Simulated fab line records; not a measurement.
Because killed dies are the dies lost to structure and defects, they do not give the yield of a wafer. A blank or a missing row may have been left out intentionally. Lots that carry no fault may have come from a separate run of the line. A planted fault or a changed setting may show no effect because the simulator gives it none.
Struck lot and sound lot, side by side :: flow nand-harc :: 23 steps out of a route of 1159
Sound: the wafers L429.1, L429.2, L429.3. Struck: wafers L446.4, L446.5. (L446.1 of the same lot was not struck and is left out.) The cause comes at the end.
At each step with rows: each side's tool, then ch and its chambers, then its first start. Under that, the readings that differ: sound wafers :: struck wafers :: difference of the means :: sigmas: that difference in standard deviations of wafers without a fault.
alike: a reading whose means differ by less than 2 such deviations, as well as words and numbers matching on both sides. not compared: withheld readings; readings where some wafer has no value; bounds like >300 that might hide an equal value; numbers whose values overlap and for which the record gives no deviation.
The two part at a step that has a row with sigmas, a row that says differs or no value, or rows on one side only. Non-overlapping numbers with no deviation appear without sigmas and do not part them. A reading that every wafer of one side lacks parts them only if that side has two wafers or more.

NHARC_P_M0_INSPECT_27:
  sound on defect-inspect-01, day 6 04:35; struck on defect-inspect-01, day 10 21:45
  alike: raw-defect-count
NHARC_P_M0_PRE_CLEAN_31: time 12 s.
  sound on pecvd-03 ch 0,1,2, day 6 04:39; struck on pecvd-02 ch 0,2, day 10 21:49
reading: since-wet-clean-h (h)
sound: 0 0 0
struck: - -
difference: no value on the struck wafers
sigmas: 
  alike: heater-power-w
NHARC_P_M0_DEP_32: deposits SiCN, target thk 30 nm.
  sound on pecvd-03 ch 0,1,2, day 6 04:44; struck on pecvd-02 ch 0,2, day 10 21:53
reading: since-wet-clean-h (h)
sound: 0 0 0
struck: - -
difference: no value on the struck wafers
sigmas: 
  alike: heater-power-w
then, 8 steps without rows for these wafers: NHARC_P_M1_DEP_00 (deposits SiOC, target thk 182.5 nm); NHARC_P_M1_DEHYDRATE_01 (time 120 s); NHARC_P_M1_HMDS_02 (time 30 s); NHARC_P_M1_COAT_34 (time 65 s); NHARC_P_M1_COAT_03 (resist thk 90 nm); NHARC_P_M1_SOFTBAKE_04 (time 55 s); NHARC_P_M1_EBR_05; NHARC_P_M1_EXPOSE_06 (exposes mask P M1, target cd 130 nm).
NHARC_P_M1_PEB_07: peb time 65 s.
  sound on litho-track-06 ch 0, day 6 06:01; struck on litho-track-06 ch 0, day 10 23:13
  alike: resist-line-temp-C
then, 1 step without rows for these wafers: NHARC_P_M1_DEVELOP_08 (develop time 35 s).
NHARC_P_M1_CD_MEAS_09 targets a cd of 130 nm.
  sound on cd-sem-02 ch 0, day 6 06:06; struck on cd-sem-03 ch 0, day 10 23:18
reading: cd-nm (nm)
sound: 130.6 130.0 129.7
struck: 137.2 135.0
difference: +6.0
sigmas: +8
NHARC_P_M1_OVL_MEAS_10: pitch 260 nm.
  sound on overlay-01, day 6 06:11; struck on overlay-01, day 10 23:23
reading: overlay-x-nm (nm)
sound: 1.5 1.7 1.7
struck: -0.8 -1.0
difference: -2.5
sigmas: -3
  alike: overlay-y-nm
NHARC_P_M1_INSPECT_11:
  sound on defect-inspect-02, day 6 06:13; struck on defect-inspect-02, day 10 23:25
  alike: raw-defect-count
NHARC_P_M1_DESCUM_14: chemistry O2, time 3 s.
  sound on rie-diel-06 ch 1,2,3, day 6 06:17; struck on rie-diel-12 ch 1, day 10 23:29
reading: showerhead-plenum-p-Torr (Torr)
sound: 1.96 1.86 1.99
struck: 1.79 1.79
difference: -0.15
sigmas: -2

reading: model.P_M1.cd-nm (nm)
sound: 130.6 129.5 129.2
struck: 136.5 134.7
difference: +5.8
sigmas: 
  alike: drypump-motor-current-A, oes-product-au, rf-vpp-V, throttle-valve-pct
  not compared: rf-hours-counter-h
NHARC_P_M1_ETCH_35: etches the open film in N2/H2, target depth 40 nm, overetch 12 nm, time 43.94 s.
  sound on rie-diel-06 ch 0,1,2, day 6 06:22; struck on rie-diel-12 ch 0,2, day 10 23:34
  alike: drypump-motor-current-A, oes-product-au, rf-vpp-V, showerhead-plenum-p-Torr, throttle-valve-pct
  not compared: rf-hours-counter-h
NHARC_P_M1_ETCH_15: etches the open film in C4F8/Ar, target depth 182.5 nm, time 91.2 s.
  sound: rie-diel-06 ch 0,1,3; struck: rie-diel-12 ch 0,2
reading: rf-hours-counter-h (h)
sound: 5.0 3.5 4.2
struck: - -
difference: no value on the struck wafers
sigmas: 
  alike: oes-product-au, rf-vpp-V
NHARC_P_M1_CD_MEAS_16:
  sound on cd-sem-03, day 6 06:35; struck on cd-sem-02, day 10 23:49
reading: cd-nm (nm)
sound: 130.7 130.0 129.1
struck: 137.1 134.5
difference: +5.9
sigmas: +7
NHARC_P_M1_STRIP_18: strips in N2/H2.
  sound on rie-diel-06 ch 1,2,3, day 6 06:40; struck on rie-diel-07 ch 2,3, day 10 23:56
  alike: drypump-motor-current-A, oes-product-au, rf-vpp-V, showerhead-plenum-p-Torr, throttle-valve-pct
  not compared: rf-hours-counter-h
NHARC_P_M1_ETCH_28: etches the open film in CF4/N2, target depth 30 nm, time 72.99 s.
  sound: rie-diel-06 ch 0,2,3; struck: rie-diel-07 ch 0
reading: model.P_M1.cd-nm (nm)
sound: 131.4 130.6 129.5
struck: 137.3 134.2
difference: +5.2
sigmas: 
  alike: drypump-motor-current-A, oes-product-au, rf-vpp-V, showerhead-plenum-p-Torr, throttle-valve-pct
  not compared: rf-hours-counter-h
then, 1 step without rows for these wafers: NHARC_P_M1_STRIP_19 (strips in post etch residue remover, time 600 s).

## WHERE THEY PART
Earliest at NHARC_P_M0_PRE_CLEAN_31; latest, in this record, at NHARC_P_M1_CD_MEAS_16. Later steps at which nothing parts them and some readings are alike: NHARC_P_M1_STRIP_18, NHARC_P_M1_ETCH_28.

WHY: what the simulator had put in
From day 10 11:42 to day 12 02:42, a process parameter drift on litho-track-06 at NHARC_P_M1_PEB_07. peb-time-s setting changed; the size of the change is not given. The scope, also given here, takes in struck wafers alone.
